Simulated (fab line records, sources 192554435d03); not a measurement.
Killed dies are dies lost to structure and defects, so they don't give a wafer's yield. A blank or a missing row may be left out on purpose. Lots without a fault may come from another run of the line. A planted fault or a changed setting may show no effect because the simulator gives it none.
Chamber matching | flow n5_finfet | N5_SD_EPI_N_DESCUM_14 on rie_diel-02: 4 sister chambers
The step chemistry O2, time 7.9 s. 8 wafers are shown with their chamber, then 7 later ones without.

WAFERS WITH THEIR CHAMBER
wafer  | chamber | throttle_valve_pct (%) | oes_product_au (a.u.)
L077.4 | 0       | 20.81                  | 0.72
L077.6 | 0       | 20.81                  | 0.73
L083.6 | 1       | 20.58                  | 0.85
L085.3 | 1       | 20.61                  | 0.85
L090.3 | 2       | 20.37                  | 0.73
L090.4 | 3       | 20.29                  | 0.74
L092.2 | 3       | 20.30                  | 0.74
L092.5 | 2       | 20.36                  | 0.73

WAFERS WITHOUT THEIR CHAMBER
wafer  | throttle_valve_pct (%) | oes_product_au (a.u.)
L092.6 | 20.30                  | 0.74
L093.1 | 20.63                  | 0.84
L093.3 | 20.30                  | 0.74
L093.6 | 20.39                  | 0.73
L094.1 | 20.85                  | 0.70
L094.2 | 20.32                  | 0.74
L094.3 | 20.39                  | 0.73

WHICH CHAMBER EACH WENT THROUGH
wafer  | from the rows above | in truth
L092.6 | 3                   | 3
L093.1 | 1                   | 1
L093.3 | 3                   | 3
L093.6 | 2                   | 2
L094.1 | 0                   | 0
L094.2 | 3                   | 3
L094.3 | 2                   | 2
Placed correctly: 7 of 7. Can't be placed from these rows: 0. Placed wrongly: 0.
How it was worked out, from the rows above alone: a wafer's distance from a chamber is the root of the sum, over the readings, of the square of ((its reading less the chamber's mean) divided by the reading's scatter). The wafer belongs to the nearest chamber; if the next one is less than 2 further off, it can't be placed. A chamber's mean is the mean of its shown wafers. The scatter: the root of (the sum of the squares of (reading less its chamber's mean) over the shown wafers, divided by (wafers less chambers)).
